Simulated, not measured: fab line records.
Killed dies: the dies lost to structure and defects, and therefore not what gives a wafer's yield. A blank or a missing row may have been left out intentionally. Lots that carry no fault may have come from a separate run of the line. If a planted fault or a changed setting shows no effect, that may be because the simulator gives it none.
fab line records	flow n5Finfet
[record] lots = 6	wafers = 18	lastDay = 19
route steps=1938 shown ILD0@341 SDB@347 PASSIVATION@1936
lots that met no fault: from a run of the same line without faults
startH: start of the lot's first displayed wafer, in hours after the record's first day	waitH: hours from the lot's prior step to this one	" identical to the entry in the row above	L1.1+2: a row that stands for several wafers	- no value, or no start was given	* or withheld: withheld	< > ~ a bound
route shown NAME@n: a module of which the file shows steps, and the number in the route of the first	usual: average and standard deviation across the fault-free wafers	same: alike in all rows	chamber/n: place in a boat	sites: readings site by site	_std_site: standard deviation of those values	_edge_site: outer sites' mean less inner sites'	radiusMm: for every site, how far away it sits from the centre of the wafer	mask NAME#n: copy n	behind: the most recent tool/chamber to have shaped the wafer	hold: why the lot went on hold/how many hours it stayed there/how the hold came to an end	device: the n, p or np transistor that did not switch	end of line: the same wafers' tests at the end of the route	a step without rows: its recipe alone	killed: the dies lost at the first sort to structure and to defects; this is not the yield of the wafer	map: per-die view of a wafer (x killed, . not killed, _ where there is no die)
set.NAME: the setting that was run; set.NAME@STEP: the one run at that earlier step	model.NAME: the simulator's own value behind a step, which no gauge read
a table for each step, a row for each wafer; lots at some steps of the route
services: a tool's chamber out of use, with start hour (startH, from the record's first day; less than 0 if before it), hours out, and reason
[[steps]]
[step N5_ILD0_THK_MEAS_08]
[usual] thkNm = 139.0/1
lot.wafer	tool	chamber	startH	waitH	thkNm
L806.1	filmMetro-02	-	97.21	-	138.2
L806.3	"	-	"	"	138.5
L806.5	"	-	"	"	138.5
L811.2	filmMetro-02	-	123.73	-	140.3
L811.3	"	-	"	"	140.6
L811.5	"	-	"	"	140.8
L816.1	filmMetro-02	-	151.25	-	138.3
L816.3	"	-	"	"	139.2
L816.6	"	-	"	"	139.4
L817.1	filmMetro-02	-	158.28	-	139.8
L817.5	"	-	"	"	138.9
L817.6	"	-	"	"	139.7
L819.1	filmMetro-02	-	174.30	-	139.9
L819.2	"	-	"	"	140.6
L819.3	"	-	"	"	141.3
L822.2	filmMetro-01	-	188.85	-	138.6
L822.3	"	-	"	"	140.2
L822.6	"	-	"	"	138.9
[step N5_ILD0_PRECLEAN_10]
[recipe] chemistry = NF3:NH3	afsCycles = 5	timeS = 20	tempC = 30	sublimationTempC = 180	sublimationTimeS = 60	pressureTorr = 3	rfPowerW = 30
[step N5_ILD0_ALD_15]
[recipe] material = SiNx	targetThkA = 240	tempC = 400	aldPrecursorFamily = SiH2I2	aldCoReactant = N2/H2-plasma	pulseTimeS = 1	aldCycles = 480	purgeTimeS = 2	coReactantPurgeTimeS = 2	pressureTorr = 2
[usual] heaterPowerW = 873/91	precursorPulseHeightRel = 1.001/0.02
lot.wafer	tool	chamber	startH	waitH	heaterPowerW	precursorPulseHeightRel
L806.1	aldSin-04	1	98.22	0.9	771	1.013
L806.3	"	3	"	"	964	1.010
L806.5	"	1	99.31	1.5	756	1.003
L811.2	aldSin-01	3	124.50	0.5	998	1.009
L811.3	"	1	"	"	926	1.001
L811.5	"	0	125.58	1.3	923	0.975
L816.1	aldSin-03	1	151.97	0.6	1020	1.002
L816.3	"	3	"	"	759	1.021
L816.6	"	0	153.05	1.1	818	0.959
L817.1	aldSin-01	2	158.99	0.6	834	1.003
L817.5	"	0	160.08	1.2	915	0.997
L817.6	"	1	"	"	921	0.997
L819.1	aldSin-01	0	175.02	0.6	923	1.009
L819.2	"	1	"	"	903	1.023
L819.3	"	2	"	"	840	1.031
L822.2	aldSin-01	1	189.59	0.5	911	0.999
L822.3	"	3	"	"	983	0.992
L822.6	"	0	190.67	1.1	924	1.034
[step N5_ILD0_CMP_12]
[recipe] stopOn = poly-Si	material = SiNx	tOverpolishS = 6	postCmpClean = alkalineBrush	downForcePsi = 2.5	platenRpm = 51.8	padVelocityMS = 1.0307	targetThkNm = 17.67
[usual] motorCurrentA = 8.7/1.2	overpolishRunS = 6.000/0.0094	platenRpm = 51.80/0.032	timeToEndpointS = 28.7/2.6
lot.wafer	tool	chamber	startH	waitH	motorCurrentA	overpolishRunS	platenRpm	timeToEndpointS
L806.3	cmp-01	1	100.46	1.2	9.2	5.995	51.79	29.5
L806.1	"	3	"	"	7.6	5.984	51.82	29.5
L806.5	"	1	"	"	8.6	6.001	51.85	29.0
L811.3	cmp-03	3	126.70	1.1	7.4	5.993	51.73	30.3
L811.2	"	2	"	"	9.7	6.005	51.76	24.3
L811.5	"	3	"	"	7.5	5.996	51.78	32.0
L816.3	cmp-02	2	154.21	1.2	8.8	6.004	51.80	27.1
L816.1	"	0	"	"	10.2	6.007	51.79	31.0
L816.6	"	1	"	"	7.8	6.011	51.83	32.9
L817.1	cmp-03	0	161.41	1.3	11.8	5.981	51.80	25.6
L817.6	"	2	"	"	9.5	5.990	51.75	26.5
L817.5	"	3	"	"	7.8	5.989	51.80	29.2
L819.2	cmp-01	0	177.32	1.2	7.7	6.015	51.76	27.3
L819.1	"	2	"	"	8.6	5.996	51.77	25.1
L819.3	"	3	"	"	7.6	6.001	51.78	33.2
L822.3	cmp-01	2	191.79	1.1	8.1	6.014	51.77	27.9
L822.2	"	1	"	"	8.6	6.003	51.78	28.7
L822.6	"	2	"	"	8.0	6.008	51.74	28.2
[step N5_ILD0_THK_MEAS_13]
[usual] thkNm = 17.8/1.1
lot.wafer	tool	chamber	startH	waitH	thkNm
L806.1	filmMetro-01	-	100.72	-	18.5
L806.3	"	-	"	"	18.1
L806.5	"	-	"	"	18.1
L811.2	filmMetro-01	-	126.99	-	17.6
L811.3	"	-	"	"	18.2
L811.5	"	-	"	"	16.8
L816.1	filmMetro-01	-	154.46	-	18.6
L816.3	"	-	"	"	16.6
L816.6	"	-	"	"	19.0
L817.1	filmMetro-01	-	161.63	-	16.0
L817.5	"	-	"	"	16.1
L817.6	"	-	"	"	16.0
L819.1	filmMetro-01	-	177.61	-	17.2
L819.2	"	-	"	"	16.4
L819.3	"	-	"	"	18.6
L822.2	filmMetro-02	-	192.08	-	18.4
L822.3	"	-	"	"	15.7
L822.6	"	-	"	"	15.9
[step N5_ILD0_INSPECT_06]
[recipe] inspectInstrument = darkfield	mode = postCmp
[usual] rawDefectCount = 36/14
lot.wafer	tool	chamber	startH	waitH	rawDefectCount
L806.1	defectInspect-02	-	100.75	0.0	94
L806.3	"	-	"	"	36
L806.5	"	-	"	"	48
L811.2	defectInspect-01	-	127.02	0.0	37
L811.3	"	-	"	"	52
L811.5	"	-	"	"	36
L816.1	defectInspect-01	-	154.49	0.0	29
L816.3	"	-	"	"	24
L816.6	"	-	"	"	40
L817.1	defectInspect-01	-	161.65	0.0	59
L817.5	"	-	"	"	34
L817.6	"	-	"	"	52
L819.1	defectInspect-02	-	177.64	0.0	54
L819.2	"	-	"	"	68
L819.3	"	-	"	"	37
L822.2	defectInspect-02	-	192.11	0.0	41
L822.3	"	-	"	"	25
L822.6	"	-	"	"	37
[step N5_SDB_HM_DEP_00]
[recipe] material = SiNx	targetThkA = 400	tempC = 400	precursor = SiH4/NH3/N2	pressureTorr = 1.5	rfW = 300	timeS = 35.3
[usual] heaterPowerW = 793/88	showerheadPlenumPTorr = 5.13/0.062	throttleValvePct = 39.7/2.2
lot.wafer	tool	chamber	startH	waitH	heaterPowerW	showerheadPlenumPTorr	throttleValvePct
L806.1	pecvd-02	1	100.78	0.0	869	5.17	38.8
L806.3	"	1	"	"	835	5.15	38.8
L806.5	"	2	"	"	854	5.05	36.3
L811.2	pecvd-02	2	127.05	0.0	806	5.06	36.1
L811.3	"	0	"	"	836	5.10	42.7
L811.5	"	2	"	"	820	5.05	36.5
L816.1	pecvd-03	0	154.53	0.0	879	5.18	42.4
L816.3	"	1	"	"	747	5.19	39.4
L816.6	"	2	"	"	728	5.16	39.7
L817.1	pecvd-04	0	161.69	0.0	705	5.03	40.1
L817.5	"	2	"	"	664	5.18	39.7
L817.6	"	1	"	"	677	5.22	41.6
L819.1	pecvd-03	0	177.67	0.0	886	5.19	43.1
L819.2	"	1	"	"	756	5.18	39.6
L819.3	"	1	"	"	757	5.20	39.6
L822.2	pecvd-02	1	192.14	0.0	825	5.16	38.7
L822.3	"	0	"	"	754	5.11	42.8
L822.6	"	1	"	"	840	5.17	38.8
[step N5_SDB_COAT_03]
[recipe] resist = SOC	tempC = 250	timeS = 60	spinRpm = 1500	resistThkNm = 100
[step N5_SDB_COAT_04]
[recipe] resist = SiARC	tempC = 220	timeS = 60	spinRpm = 1500	resistThkNm = 18
[step N5_SDB_COAT_05]
[recipe] resist = CAR-ArF	spinRpm = 1500	resistThkNm = 90
[step N5_SDB_EBR_07]
[recipe] solvent = PGMEA	ebrWidthMm = 1.5
[step N5_SDB_SOFTBAKE_06]
[recipe] tempC = 110	timeS = 60	resist = CAR-ArF
[step N5_SDB_EXPOSE_08]
[recipe] maskId = SDB	na = 1.35	sourceShape = conventional	sigmaOuter = 0.5	polarization = unpolarized	doseMj = 49.6
[usual] stageVelMmS = 500.00/0.28
lot.wafer	tool	chamber	startH	waitH	mask	stageVelMmS	model.SDB.overlayXNm
L806.1	arfiScanner-03	0	101.14	-	SDB#0	499.94	0.2
L806.3	"	0	"	"	SDB#0	499.56	0.2
L806.5	"	0	"	"	SDB#0	499.88	0.2
L811.2	arfiScanner-02	0	127.39	-	SDB#0	499.97	0
L811.3	"	0	"	"	SDB#0	499.69	0
L811.5	"	0	"	"	SDB#0	499.76	0
L816.1	arfiScanner-03	0	154.73	-	SDB#0	500.26	14.4
L816.3	"	0	"	"	SDB#0	500.02	14.4
L816.6	"	0	"	"	SDB#0	499.83	14.4
L817.1	arfiScanner-02	0	162.01	-	SDB#0	499.95	0.6
L817.5	"	0	"	"	SDB#0	500.02	0.6
L817.6	"	0	"	"	SDB#0	499.87	0.6
L819.1	arfiScanner-03	0	178.03	-	SDB#0	499.85	15.2
L819.2	"	0	"	"	SDB#0	500.09	15.2
L819.3	"	0	"	"	SDB#0	499.92	15.2
L822.2	arfiScanner-01	0	192.47	-	SDB#0	500.72	0
L822.3	"	0	"	"	SDB#0	500.61	0
L822.6	"	0	"	"	SDB#0	500.20	0
[step N5_SDB_PEB_09]
[recipe] pebTempC = withheld	pebTimeS = 60	resist = CAR-ArF
[step N5_SDB_DEVELOP_10]
[recipe] developTimeS = 30	developer = TMAH	resist = CAR-ArF	rinseLiquid = diw	dry = airSpin	devTempC = 23
[step N5_SDB_CD_MEAS_11]
[recipe] targetCdNm = 50	landingEnergyEv = 500	detector = seInlens	polarity = opening
[usual] cdNm = 49.2/1.1
lot.wafer	tool	chamber	startH	waitH	cdNm
L806.1	cdSem-02	0	101.26	-	50.8
L806.3	"	0	"	"	48.9
L806.5	"	0	"	"	50.2
L811.2	cdSem-01	0	127.51	-	49.5
L811.3	"	0	"	"	48.4
L811.5	"	0	"	"	49.9
L816.1	cdSem-03	0	154.85	-	49.9
L816.3	"	0	"	"	49.1
L816.6	"	0	"	"	49.1
L817.1	cdSem-03	0	162.14	-	50.6
L817.5	"	0	"	"	51.1
L817.6	"	0	"	"	48.7
L819.1	cdSem-03	0	178.15	-	48.9
L819.2	"	0	"	"	49.9
L819.3	"	0	"	"	48.7
L822.2	cdSem-02	0	192.60	-	49.9
L822.3	"	0	"	"	48.8
L822.6	"	0	"	"	47.6
[step N5_SDB_OVL_MEAS_12]
[recipe] pointsPerWafer = 44
[usual] SDB_OVL = 0.1/0.87
lot.wafer	tool	chamber	startH	waitH	SDB_OVL[nm]
L806.1	overlay-02	0	101.29	0.0	1.4
L806.3	"	0	"	"	1.1
L806.5	"	0	"	"	1.2
L811.2	overlay-01	0	127.54	0.0	0.6
L811.3	"	0	"	"	-0.4
L811.5	"	0	"	"	-0.1
L816.1	overlay-02	0	154.88	0.0	14.5
L816.3	"	0	"	"	14.2
L816.6	"	0	"	"	13.3
L817.1	overlay-02	0	162.17	0.0	-0.2
L817.5	"	0	"	"	1.4
L817.6	"	0	"	"	0.3
L819.1	overlay-02	0	178.18	0.0	15.4
L819.2	"	0	"	"	14.8
L819.3	"	0	"	"	15.3
L822.2	overlay-02	0	192.62	0.0	0.9
L822.3	"	0	"	"	0.2
L822.6	"	0	"	"	0.4
[step N5_SDB_INSPECT_13]
[recipe] mode = adi	inspectInstrument = brightfield
[usual] rawDefectCount = 76/30
lot.wafer	tool	chamber	startH	waitH	rawDefectCount
L806.1	defectInspect-01	-	101.32	0.0	84
L806.3	"	-	"	"	139
L806.5	"	-	"	"	159
L811.2	defectInspect-01	-	127.56	0.0	100
L811.3	"	-	"	"	145
L811.5	"	-	"	"	82
L816.1	defectInspect-01	-	154.91	0.0	119
L816.3	"	-	"	"	117
L816.6	"	-	"	"	113
L817.1	defectInspect-02	-	162.20	0.0	71
L817.5	"	-	"	"	53
L817.6	"	-	"	"	49
L819.1	defectInspect-02	-	178.21	0.0	44
L819.2	"	-	"	"	98
L819.3	"	-	"	"	37
L822.2	defectInspect-01	-	192.65	0.0	44
L822.3	"	-	"	"	68
L822.6	"	-	"	"	53
[step N5_PASSIVATION_PROBE_49]
[usual] killed_at_M0_to_M3 = 36/11	killed_at_M4_up = 14/5.2	killedAtContacts = 12/6.1	killedAtFrontEnd = 40/12	killedAtOther = 3.2/2.5	killedDies = 105/16	killedOnRim = 14/4.4	killedOpen = 68/12	killedShort = 35/8.7
[same] grossDies = 1180	killedAtBackSide = 0
lot.wafer	tool	chamber	startH	waitH	killed_at_M0_to_M3	killed_at_M4_up	killedAtContacts	killedAtFrontEnd	killedAtOther	killedDies	killedOnRim	killedOpen	killedShort
L806.1	prober-01	-	332.86	0.0	58	7	13	27	3	108	11	70	38
L806.3	prober-01	-	332.96	0.1	36	18	12	36	3	105	16	63	41
L806.5	prober-01	-	333.06	0.2	49	13	8	27	6	103	14	64	38
L811.2	prober-02	-	362.53	0.1	38	13	12	36	7	106	15	74	28
L811.3	prober-02	-	362.58	0.1	49	6	8	34	5	102	7	57	44
L811.5	prober-02	-	362.68	0.2	35	15	11	68	1	130	17	77	49
L816.1	prober-01	-	409.35	0.0	30	20	13	1113	4	1180	152	75	39
L816.3	prober-01	-	409.45	0.1	36	16	3	1116	9	1180	152	77	46
L816.6	prober-01	-	409.60	0.3	40	9	10	1108	13	1180	152	72	40
L817.1	prober-01	-	411.98	0.0	30	9	9	35	1	84	8	56	28
L817.5	prober-01	-	412.18	0.2	15	14	11	24	6	70	9	46	23
L817.6	prober-01	-	412.23	0.3	33	7	9	23	2	74	11	44	29
L819.1	prober-02	-	434.39	0.0	26	22	7	1124	1	1180	152	65	31
L819.2	prober-02	-	434.44	0.1	28	17	9	1124	2	1180	152	73	34
L819.3	prober-02	-	434.49	0.1	27	16	10	1127	0	1180	152	65	33
L822.2	prober-01	-	453.30	0.1	49	6	21	44	8	128	19	90	33
L822.3	prober-01	-	453.35	0.1	68	10	28	33	2	141	14	76	61
L822.6	prober-01	-	453.50	0.3	58	12	10	23	7	110	17	70	37
// killed by level:class
L806.1 BEOL_M0_SAQP:geometricParticle:short=15 BEOL_M0_SAQP:geometricParticle:open=14 BEOL_M2:geometricParticle:open=14 MOL_CONTACT_COAG:geometricParticle:open=10 BEOL_M2:geometricParticle:short=7 BEOL_M1:geometricParticle:open=6 FIN_SAQP:geometricParticle:short=4 STI_FIN_REVEAL:geometricParticle:open=4
L806.3 FIN_SAQP:geometricParticle:short=12 MOL_CONTACT_COAG:geometricParticle:open=10 BEOL_M0_SAQP:geometricParticle:short=8 BEOL_M2:geometricParticle:open=8 BEOL_M4:geometricParticle:open=7 BEOL_M0_SAQP:geometricParticle:open=6 BEOL_M3:geometricParticle:open=6 FIN_SAQP:geometricParticle:open=4
L806.5 BEOL_M0_SAQP:geometricParticle:open=15 BEOL_M0_SAQP:geometricParticle:short=14 FIN_SAQP:geometricParticle:open=9 MOL_CONTACT_COAG:geometricParticle:open=8 BEOL_M2:geometricParticle:open=6 BEOL_M1:geometricParticle:open=5 BEOL_M3:geometricParticle:open=4 BEOL_M4:geometricParticle:open=4
L811.2 BEOL_M2:geometricParticle:open=16 BEOL_M0_SAQP:geometricParticle:open=13 FIN_SAQP:geometricParticle:open=11 MOL_CONTACT_COAG:geometricParticle:open=11 BEOL_M0_SAQP:geometricParticle:short=6 STI_FIN_REVEAL:geometricParticle:open=5 STARTING-WAFER:geometricParticle:short=5 FIN_SAQP:geometricParticle:short=4
L811.3 BEOL_M0_SAQP:geometricParticle:short=15 BEOL_M0_SAQP:geometricParticle:open=12 BEOL_M2:geometricParticle:open=11 FIN_SAQP:geometricParticle:short=7 FIN_SAQP:geometricParticle:open=6 ILD0:geometricParticle:short=5 BEOL_M3:geometricParticle:open=5 GATE_CUT:geometricParticle:short=4
L811.5 FIN_SAQP:geometricParticle:open=27 FIN_SAQP:geometricParticle:short=17 BEOL_M1:geometricParticle:open=9 MOL_CONTACT_COAG:geometricParticle:open=8 BEOL_M0_SAQP:geometricParticle:short=7 BEOL_M2:geometricParticle:open=6 ILD0:geometricParticle:short=5 BEOL_M4:geometricParticle:open=5
L816.1 SDB:overlay=1064 FIN_SAQP:geometricParticle:open=14 MOL_CONTACT_COAG:geometricParticle:open=9 BEOL_M4:geometricParticle:open=9 BEOL_M0_SAQP:geometricParticle:short=8 STI_FIN_REVEAL:geometricParticle:open=7 FIN_SAQP:geometricParticle:short=6 BEOL_M0_SAQP:geometricParticle:open=5
L816.3 SDB:overlay=1057 BEOL_M2:geometricParticle:open=12 SPACER0:geometricParticle:open=10 BEOL_M0_SAQP:geometricParticle:short=10 SPACER0:geometricParticle:short=8 GATE_CUT:geometricParticle:short=8 STI_FIN_REVEAL:geometricParticle:open=7 GATE_CUT:geometricParticle:open=6
L816.6 SDB:overlay=1068 STI_FIN_REVEAL:geometricParticle:open=13 BEOL_M3:geometricParticle:open=12 BEOL_M0_SAQP:geometricParticle:open=11 FIN_SAQP:geometricParticle:short=7 FIN_SAQP:geometricParticle:open=5 MOL_CONTACT_COAG:geometricParticle:short=5 MOL_CONTACT_COAG:geometricParticle:open=5
L817.1 FIN_SAQP:geometricParticle:open=13 MOL_CONTACT_COAG:geometricParticle:open=8 BEOL_M2:geometricParticle:open=8 FIN_SAQP:geometricParticle:short=6 STI_FIN_REVEAL:geometricParticle:open=6 BEOL_M0_SAQP:geometricParticle:short=6 BEOL_M1:geometricParticle:open=4 DUMMY_GATE:geometricParticle:open=3
L817.5 MOL_CONTACT_COAG:geometricParticle:open=9 FIN_SAQP:geometricParticle:short=7 STI_FIN_REVEAL:geometricParticle:open=7 BEOL_M8:geometricParticle:open=6 BEOL_M3:geometricParticle:open=5 BEOL_M0_SAQP:geometricParticle:short=4 BEOL_M4:geometricParticle:open=4 MIM_TOP:geometricParticle:open=3
L817.6 BEOL_M3:geometricParticle:open=8 BEOL_M0_SAQP:geometricParticle:open=8 FIN_SAQP:geometricParticle:short=7 FIN_SAQP:geometricParticle:open=6 MOL_CONTACT_COAG:geometricParticle:open=4 MOL_CONTACT_COAG:geometricParticle:short=4 BEOL_M0_SAQP:geometricParticle:short=4 BEOL_M0:geometricParticle:open=4
L819.1 SDB:overlay=1082 FIN_SAQP:geometricParticle:open=10 BEOL_M4:geometricParticle:open=8 BEOL_M0_SAQP:geometricParticle:open=8 BEOL_M3:geometricParticle:open=8 GATE_CUT:geometricParticle:short=7 DUMMY_GATE:geometricParticle:open=6 FIN_SAQP:geometricParticle:short=5
L819.2 SDB:overlay=1070 DUMMY_GATE:geometricParticle:open=12 FIN_SAQP:geometricParticle:short=11 BEOL_M3:geometricParticle:open=9 MOL_CONTACT_COAG:geometricParticle:open=8 FIN_SAQP:geometricParticle:open=7 BEOL_M2:geometricParticle:open=6 BEOL_M0_SAQP:geometricParticle:short=5
L819.3 SDB:overlay=1079 MOL_CONTACT_COAG:geometricParticle:open=10 BEOL_M3:geometricParticle:open=10 FIN_SAQP:geometricParticle:short=9 GATE_CUT:geometricParticle:short=9 BEOL_M0_SAQP:geometricParticle:short=7 FIN_SAQP:geometricParticle:open=6 BEOL_M0_SAQP:geometricParticle:open=6
L822.2 MOL_CONTACT_COAG:geometricParticle:open=16 BEOL_M0_SAQP:geometricParticle:open=12 DUMMY_GATE:geometricParticle:open=11 STI_FIN_REVEAL:geometricParticle:open=9 BEOL_M0:geometricParticle:open=7 BEOL_M1:geometricParticle:open=7 BEOL_M0_SAQP:geometricParticle:short=6 FIN_SAQP:geometricParticle:short=5
L822.3 MOL_CONTACT_COAG:geometricParticle:open=23 BEOL_M0_SAQP:geometricParticle:short=22 BEOL_M0_SAQP:geometricParticle:open=16 FIN_SAQP:geometricParticle:short=9 BEOL_M2:geometricParticle:open=8 BEOL_M1:geometricParticle:short=8 FIN_SAQP:geometricParticle:open=5 DUMMY_GATE:geometricParticle:open=5
L822.6 BEOL_M0_SAQP:geometricParticle:open=19 BEOL_M0_SAQP:geometricParticle:short=12 MOL_CONTACT_COAG:geometricParticle:open=9 FIN_SAQP:geometricParticle:short=6 BEOL_M0:geometricParticle:open=6 BEOL_M1:geometricParticle:open=6 STI_FIN_REVEAL:geometricParticle:open=5 BEOL_M1:geometricParticle:short=5
// map L816.1 (x killed, . not)
_________________xxxxxxxxxxxx________________
______________xxxxxxxxxxxxxxxxxx_____________
___________xxxxxxxxxxxxxxxxxxxxxxxx__________
__________xxxxxxxxxxxxxxxxxxxxxxxxxx_________
________xxxxxxxxxxxxxxxxxxxxxxxxxxxxxx_______
_______xxxxxxxxxxxxxxxxxxxxxxxxxxxxxxxx______
______xxxxxxxxxxxxxxxxxxxxxxxxxxxxxxxxxx_____
_____xxxxxxxxxxxxxxxxxxxxxxxxxxxxxxxxxxxx____
____xxxxxxxxxxxxxxxxxxxxxxxxxxxxxxxxxxxxxx___
___xxxxxxxxxxxxxxxxxxxxxxxxxxxxxxxxxxxxxxxx__
___xxxxxxxxxxxxxxxxxxxxxxxxxxxxxxxxxxxxxxxx__
__xxxxxxxxxxxxxxxxxxxxxxxxxxxxxxxxxxxxxxxxxx_
__xxxxxxxxxxxxxxxxxxxxxxxxxxxxxxxxxxxxxxxxxx_
_xxxxxxxxxxxxxxxxxxxxxxxxxxxxxxxxxxxxxxxxxxxx
_xxxxxxxxxxxxxxxxxxxxxxxxxxxxxxxxxxxxxxxxxxxx
_xxxxxxxxxxxxxxxxxxxxxxxxxxxxxxxxxxxxxxxxxxxx
_xxxxxxxxxxxxxxxxxxxxxxxxxxxxxxxxxxxxxxxxxxxx
_xxxxxxxxxxxxxxxxxxxxxxxxxxxxxxxxxxxxxxxxxxxx
_xxxxxxxxxxxxxxxxxxxxxxxxxxxxxxxxxxxxxxxxxxxx
_xxxxxxxxxxxxxxxxxxxxxxxxxxxxxxxxxxxxxxxxxxxx
_xxxxxxxxxxxxxxxxxxxxxxxxxxxxxxxxxxxxxxxxxxxx
__xxxxxxxxxxxxxxxxxxxxxxxxxxxxxxxxxxxxxxxxxx_
__xxxxxxxxxxxxxxxxxxxxxxxxxxxxxxxxxxxxxxxxxx_
___xxxxxxxxxxxxxxxxxxxxxxxxxxxxxxxxxxxxxxxx__
___xxxxxxxxxxxxxxxxxxxxxxxxxxxxxxxxxxxxxxxx__
____xxxxxxxxxxxxxxxxxxxxxxxxxxxxxxxxxxxxxx___
_____xxxxxxxxxxxxxxxxxxxxxxxxxxxxxxxxxxxx____
______xxxxxxxxxxxxxxxxxxxxxxxxxxxxxxxxxx_____
_______xxxxxxxxxxxxxxxxxxxxxxxxxxxxxxxx______
________xxxxxxxxxxxxxxxxxxxxxxxxxxxxxx_______
__________xxxxxxxxxxxxxxxxxxxxxxxxxx_________
___________xxxxxxxxxxxxxxxxxxxxxxxx__________
______________xxxxxxxxxxxxxxxxxx_____________
_________________xxxxxxxxxxxx________________
// map L819.1 (x killed, . not)
_________________xxxxxxxxxxxx________________
______________xxxxxxxxxxxxxxxxxx_____________
___________xxxxxxxxxxxxxxxxxxxxxxxx__________
__________xxxxxxxxxxxxxxxxxxxxxxxxxx_________
________xxxxxxxxxxxxxxxxxxxxxxxxxxxxxx_______
_______xxxxxxxxxxxxxxxxxxxxxxxxxxxxxxxx______
______xxxxxxxxxxxxxxxxxxxxxxxxxxxxxxxxxx_____
_____xxxxxxxxxxxxxxxxxxxxxxxxxxxxxxxxxxxx____
____xxxxxxxxxxxxxxxxxxxxxxxxxxxxxxxxxxxxxx___
___xxxxxxxxxxxxxxxxxxxxxxxxxxxxxxxxxxxxxxxx__
___xxxxxxxxxxxxxxxxxxxxxxxxxxxxxxxxxxxxxxxx__
__xxxxxxxxxxxxxxxxxxxxxxxxxxxxxxxxxxxxxxxxxx_
__xxxxxxxxxxxxxxxxxxxxxxxxxxxxxxxxxxxxxxxxxx_
_xxxxxxxxxxxxxxxxxxxxxxxxxxxxxxxxxxxxxxxxxxxx
_xxxxxxxxxxxxxxxxxxxxxxxxxxxxxxxxxxxxxxxxxxxx
_xxxxxxxxxxxxxxxxxxxxxxxxxxxxxxxxxxxxxxxxxxxx
_xxxxxxxxxxxxxxxxxxxxxxxxxxxxxxxxxxxxxxxxxxxx
_xxxxxxxxxxxxxxxxxxxxxxxxxxxxxxxxxxxxxxxxxxxx
_xxxxxxxxxxxxxxxxxxxxxxxxxxxxxxxxxxxxxxxxxxxx
_xxxxxxxxxxxxxxxxxxxxxxxxxxxxxxxxxxxxxxxxxxxx
_xxxxxxxxxxxxxxxxxxxxxxxxxxxxxxxxxxxxxxxxxxxx
__xxxxxxxxxxxxxxxxxxxxxxxxxxxxxxxxxxxxxxxxxx_
__xxxxxxxxxxxxxxxxxxxxxxxxxxxxxxxxxxxxxxxxxx_
___xxxxxxxxxxxxxxxxxxxxxxxxxxxxxxxxxxxxxxxx__
___xxxxxxxxxxxxxxxxxxxxxxxxxxxxxxxxxxxxxxxx__
____xxxxxxxxxxxxxxxxxxxxxxxxxxxxxxxxxxxxxx___
_____xxxxxxxxxxxxxxxxxxxxxxxxxxxxxxxxxxxx____
______xxxxxxxxxxxxxxxxxxxxxxxxxxxxxxxxxx_____
_______xxxxxxxxxxxxxxxxxxxxxxxxxxxxxxxx______
________xxxxxxxxxxxxxxxxxxxxxxxxxxxxxx_______
__________xxxxxxxxxxxxxxxxxxxxxxxxxx_________
___________xxxxxxxxxxxxxxxxxxxxxxxx__________
______________xxxxxxxxxxxxxxxxxx_____________
_________________xxxxxxxxxxxx________________
[[services]]
tool	chamber	startH	hours	kind
aldSin-01	3	76.17	3.8	repair
aldSin-01	-	85.44	14.0	pm
arfiScanner-03	-	86.15	0.6	repair
cmp-03	-	91.35	1.0	repair
pecvd-02	0	95.08	30.5	repair
arfiScanner-02	-	101.35	0.4	repair
arfiScanner-03	-	105.09	1.3	pm
cmp-02	-	110.64	4.0	pm
cmp-01	-	113.90	7.3	pm
arfiScanner-02	-	117.24	0.8	pm
aldSin-04	-	118.54	6.1	pm
arfiScanner-01	-	119.73	1.0	pm
arfiScanner-03	-	121.24	0.8	pm
arfiScanner-02	-	121.50	1.3	pm
arfiScanner-02	-	123.74	2.2	repair
aldSin-03	-	126.49	14.6	pm
arfiScanner-03	-	132.52	3.9	pm
arfiScanner-02	-	150.21	4.9	pm
arfiScanner-02	-	155.45	1.0	pm
arfiScanner-03	-	156.44	1.0	repair
arfiScanner-02	-	164.17	0.4	repair
pecvd-03	2	172.77	6.1	repair
cmp-03	-	173.24	4.4	repair
arfiScanner-03	-	188.42	16.0	pm
[[key]]
[firstSign] step = N5_SDB_OVL_MEAS_12	reading = SDB_OVL	direction = up	sigmas = 17	usual = 0.1	struck = 14.6
[effect] step = N5_PASSIVATION_PROBE_49	reading = killedAtFrontEnd	direction = up	sigmas = 93	usual = 40	struck = 1119
[modelEffect] step = N5_SDB_EXPOSE_08	value = SDB.overlayXNm	without = 0.2	struck = 14.8
[moreKillsBornAt] N5_SDB_EXPOSE_08@arfiScanner-03 = 6420
metAt N5_SDB_EXPOSE_08
struckWafers L816.1,L816.3,L816.6,L819.1,L819.2,L819.3
testerLeftOut L816,L819
onsetBetween 101.14 154.73
alsoFits N5_SDB_HM_DEP_00:pecvd-03
[fault] kind = scannerMatchingOverlay	tool = arfiScanner-03	chamber = -	onsetH = 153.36	steps = N5_SDB_EXPOSE_08	offset = 14.67
// testerLeftOut: of these lots the tester's yield and bins aren't shown, on N5 and GAA mostly nor the transistor test; their killed dies are dies lost to structure and defects alone, not to doping, threshold or leakage, so they don't give the yield
